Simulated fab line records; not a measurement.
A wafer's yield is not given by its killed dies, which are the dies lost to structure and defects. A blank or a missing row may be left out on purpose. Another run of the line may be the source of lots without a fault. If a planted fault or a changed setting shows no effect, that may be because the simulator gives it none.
Which of the tools did it? ; flow nand harc ; 24 lots with 72 wafers sampled at 4 steps, on a route of 1159 steps

WHAT THE GAUGES READ, wafer by wafer
NHARC_A_BLC_OVL_MEAS_11. Usual: overlay x nm -0.1 nm, standard deviation 0.81; overlay y nm -0.1 nm, standard deviation 0.76.
lot;measured;on;overlay x nm (nm);overlay y nm (nm);flag
L074;day 17 08:26;overlay-02;0.1 0.3 -0.7;0.1 0.0 0.1;
L075;day 17 17:51;overlay-02;1.0 1.4 1.4;1.3 0.5 0.5;
L077;day 17 18:35;overlay-01;0.7 0.8 1.3;-0.5 -0.6 -0.8;
L076;day 17 22:00;overlay-02;-0.3 -0.7 -0.3;1.1 1.7 1.7;
L079;day 17 23:35;overlay-01;-1.5 -0.9 -0.9;0.0 0.5 0.8;
L078;day 18 03:52;overlay-02;0.3 -0.1 0.4;-0.6 -0.3 -0.8;
L080;day 18 09:31;overlay-02;0.0 -0.4 -0.9;-0.6 -0.4 -0.3;
L082;day 19 08:52;overlay-01;-0.7 -0.1 -0.3;-0.3 -0.2 -0.1;
L081;day 19 09:05;overlay-01;1.0 1.0 0.8;0.0 -0.3 -0.7;
L083;day 19 20:37;overlay-01;0.3 -0.1 0.4;-1.1 -0.7 -1.8;
L084;day 20 01:04;overlay-02;0.1 0.1 0.1;0.8 1.4 1.1;
L085;day 20 01:49;overlay-01;-0.6 -0.3 -0.5;-0.6 -0.7 -0.4;
L087;day 20 15:44;overlay-02;1.1 0.8 1.3;-0.6 -0.5 -0.1;
L086;day 20 16:58;overlay-02;0.1 -0.7 -0.5;0.4 0.0 0.5;
L089;day 21 03:13;overlay-01;-2.1 -2.0 -1.5;-1.7 -1.7 -1.5;
L088;day 21 03:59;overlay-01;-0.7 -1.1 -1.4;0.0 0.8 0.8;
L091;day 22 03:42;overlay-01;-0.5 -0.3 -0.2;0.3 0.2 0.3;
L090;day 22 04:27;overlay-02;-0.1 0.0 -0.1;0.0 0.3 -0.2;
L092;day 22 12:19;overlay-02;-0.5 -0.8 -0.7;0.6 0.8 0.4;
L094;day 22 17:59;overlay-01;-1.0 -1.3 -1.2;0.0 -0.1 0.2;
L095;day 22 19:50;overlay-01;0.8 0.8 1.2;0.4 0.7 0.7;
L096;day 22 21:27;overlay-02;0.1 -0.2 0.1;-0.6 -0.1 -0.2;
L093;day 23 04:07;overlay-01;-0.5 -0.3 -0.4;0.4 -0.2 0.3;
L097;day 23 04:50;overlay-01;0.1 -0.6 -0.1;-1.0 -0.3 -0.6;

WHAT TOOL EACH LOT RAN ON (gives the tool, then ch and the chambers of the sampled wafers, and finally the start)
lot;NHARC_A_CONTACT_DEP_84;NHARC_A_CONTACT_ETCH_88;NHARC_A_CONTACT_ETCH_136
L074;acl dep-03 ch 0, day 16 13:25;rie diel-05 ch 0,1,2, day 16 15:21;har cap etch-02 ch 0,1, day 16 16:38
L075;acl dep-01 ch 0, day 17 09:55;rie diel-07 ch 0,1,3, day 17 12:11;har cap etch-03 ch 0,1, day 17 13:34
L077;acl dep-03 ch 0, day 17 10:17;rie diel-11 ch 0,2,3, day 17 12:43;har cap etch-02 ch 0,1, day 17 14:05
L076;acl dep-01 ch 0, day 17 14:23;rie diel-07 ch 0,2, day 17 16:34;har cap etch-01 ch 0,1, day 17 17:53
L079;acl dep-01 ch 0, day 17 15:37;rie diel-11 ch 0,2,3, day 17 17:53;har cap etch-02 ch 0,1, day 17 19:15
L078;acl dep-01 ch 0, day 17 19:01;rie diel-05 ch 0,2, day 17 21:53;har cap etch-01 ch 0,1, day 17 23:37
L080;acl dep-01 ch 0, day 18 00:10;rie diel-05 ch 2,3, day 18 02:14;har cap etch-02 ch 0,1, day 18 03:38
L082;acl dep-03 ch 0, day 19 00:40;rie diel-11 ch 1,2,3, day 19 02:58;har cap etch-01 ch 0,1, day 19 04:38
L081;acl dep-01 ch 0, day 19 01:29;rie diel-05 ch 0,3, day 19 03:47;har cap etch-03 ch 0,1, day 19 05:02
L083;acl dep-02 ch 0, day 19 10:51;rie diel-11 ch 0,1,3, day 19 12:43;har cap etch-01 ch 0,1, day 19 14:01
L084;acl dep-03 ch 0, day 19 11:17;rie diel-05 ch 2,3, day 19 13:34;har cap etch-03 ch 0,1, day 19 14:52
L085;acl dep-01 ch 0, day 19 16:45;rie diel-05 ch 0,2,3, day 19 18:40;har cap etch-01 ch 0,1, day 19 19:54
L087;acl dep-01 ch 0, day 20 08:19;rie diel-11 ch 1,2,3, day 20 10:25;har cap etch-02 ch 0,1, day 20 11:41
L086;acl dep-01 ch 0, day 20 09:46;rie diel-05 ch 0,2, day 20 11:36;har cap etch-02 ch 0,1, day 20 12:55
L089;acl dep-01 ch 0, day 20 14:44;rie diel-07 ch 1,2, day 20 16:38;har cap etch-01 ch 0,1, day 20 18:04
L088;acl dep-01 ch 0, day 20 15:47;rie diel-05 ch 0,1,2, day 20 17:43;har cap etch-02 ch 0,1, day 20 18:58
L091;acl dep-02 ch 0, day 21 17:56;rie diel-05 ch 0,2,3, day 21 19:53;har cap etch-01 ch 0,1, day 21 21:06
L090;acl dep-03 ch 0, day 21 18:26;rie diel-07 ch 0,2,3, day 21 20:34;har cap etch-02 ch 0,1, day 21 21:49
L092;acl dep-02 ch 0, day 22 00:10;rie diel-05 ch 0,2, day 22 02:20;har cap etch-02 ch 0,1, day 22 03:43
L094;acl dep-03 ch 0, day 22 08:58;rie diel-07 ch 0,2,3, day 22 11:13;har cap etch-02 ch 0,1, day 22 12:28
L095;acl dep-02 ch 0, day 22 12:16;rie diel-05 ch 0,1,2, day 22 14:20;har cap etch-02 ch 0,1, day 22 15:38
L096;acl dep-02 ch 0, day 22 13:19;rie diel-07 ch 1,2,3, day 22 15:27;har cap etch-03 ch 0,1, day 22 16:46
L093;acl dep-01 ch 0, day 22 19:04;rie diel-11 ch 0,1, day 22 21:14;har cap etch-02 ch 0,1, day 22 23:49
L097;acl dep-03 ch 0, day 22 20:15;rie diel-07 ch 0,2, day 22 22:26;har cap etch-03 ch 0,1, day 23 00:08
- NHARC_A_CONTACT_DEP_84: deposits aC, target thk 2000 nm.
- NHARC_A_CONTACT_ETCH_88: etches the open film in CF4, target depth 39 nm, time 65 s.
- NHARC_A_CONTACT_ETCH_136: etches the open film in C4F8/O2/Ar, time 132 s, target depth 1287 nm.

AS READ BY THE TOOLS THEMSELVES (means over the sampled wafers that have a number; for cases with no such wafer, the mark the record gives instead)
NHARC_A_CONTACT_DEP_84. Usual: 34.999 % for throttle valve pct, sd 0.008.
lot;tool;throttle valve pct (%);flag
L074;acl dep-03;34.996;
L075;acl dep-01;34.993;
L077;acl dep-03;35.007;
L076;acl dep-01;35.003;
L079;acl dep-01;34.993;
L078;acl dep-01;34.997;
L080;acl dep-01;34.994;
L082;acl dep-03;35.003;
L081;acl dep-01;35.002;
L083;acl dep-02;34.993;
L084;acl dep-03;34.996;
L085;acl dep-01;35.005;
L087;acl dep-01;34.997;
L086;acl dep-01;34.997;
L089;acl dep-01;34.999;
L088;acl dep-01;35.001;
L091;acl dep-02;35.000;
L090;acl dep-03;35.000;
L092;acl dep-02;35.001;
L094;acl dep-03;35.001;
L095;acl dep-02;35.004;
L096;acl dep-02;35.005;
L093;acl dep-01;34.998;
L097;acl dep-03;35.009;

NHARC_A_CONTACT_ETCH_88. Usual: drypump motor current A 5.6 A, standard deviation 0.45; mfc ar sccm 0.007 sccm, standard deviation 0.0079; oes product au 1.004 a.u., standard deviation 0.013; rf vpp V 150.6 V, standard deviation 1.1; showerhead plenum p Torr 1.72 Torr, standard deviation 0.071; throttle valve pct 13.284 %, standard deviation 0.0095.
lot;tool;drypump motor current A (A);mfc ar sccm (sccm);oes product au (a.u.);rf vpp V (V);showerhead plenum p Torr (Torr);throttle valve pct (%);flag
L074;rie diel-05;5.5;0.005;0.993;150.6;1.69;13.288;
L075;rie diel-07;5.7;0.016;1.016;151.2;1.78;13.278;
L077;rie diel-11;5.5;0.003;1.002;150.6;1.72;13.278;
L076;rie diel-07;5.8;0.018;1.011;149.8;1.67;13.286;
L079;rie diel-11;5.5;0.003;1.008;150.9;1.72;13.280;
L078;rie diel-05;5.6;0.005;0.983;149.3;1.69;13.281;
L080;rie diel-05;5.6;0.000;0.993;150.7;1.70;13.289;
L082;rie diel-11;5.2;0.003;1.007;150.0;1.67;13.283;
L081;rie diel-05;5.6;0.011;1.005;150.6;1.67;13.287;
L083;rie diel-11;5.5;0.000;1.005;150.1;1.71;13.282;
L084;rie diel-05;5.5;0.000;1.005;149.7;1.70;13.280;
L085;rie diel-05;5.6;0.005;1.009;150.6;1.69;13.290;
L087;rie diel-11;5.2;0.003;1.003;150.7;1.67;13.280;
L086;rie diel-05;5.6;0.011;1.007;149.7;1.67;13.288;
L089;rie diel-07;6.6;0.007;0.990;150.9;1.76;13.280;
L088;rie diel-05;5.5;0.005;1.005;150.4;1.69;13.282;
L091;rie diel-05;5.6;0.005;1.008;150.2;1.68;13.282;
L090;rie diel-07;5.8;0.016;0.998;152.1;1.83;13.289;
L092;rie diel-05;5.6;0.011;1.009;149.0;1.67;13.295;
L094;rie diel-07;5.8;0.016;0.994;151.9;1.83;13.286;
L095;rie diel-05;5.5;0.005;1.009;150.2;1.69;13.286;
L096;rie diel-07;6.2;0.011;1.005;151.0;1.80;13.283;
L093;rie diel-11;5.7;0.000;1.003;150.8;1.74;13.279;
L097;rie diel-07;6.2;0.012;0.994;151.8;1.78;13.279;

THE ANSWER, worked out from the rows above alone
Rule: a lot is off if the mean of its wafers that have a number lies more than 3 standard deviations from the usual mean. A lot without any number at a reading at which 4 lots or more have one is off too. The other lots that the step has rows for count as sound. After the gauges, taken in route order, come the tools' own readings; for these a lot's mean is taken, as printed above. The first step at which some lot is off is used, and at that step the reading that is off furthest; a lot without a number counts as furthest.
No lot is off on any of the readings shown, so nothing can be concluded from this.

WHAT WAS PUT IN BY THE SIMULATOR
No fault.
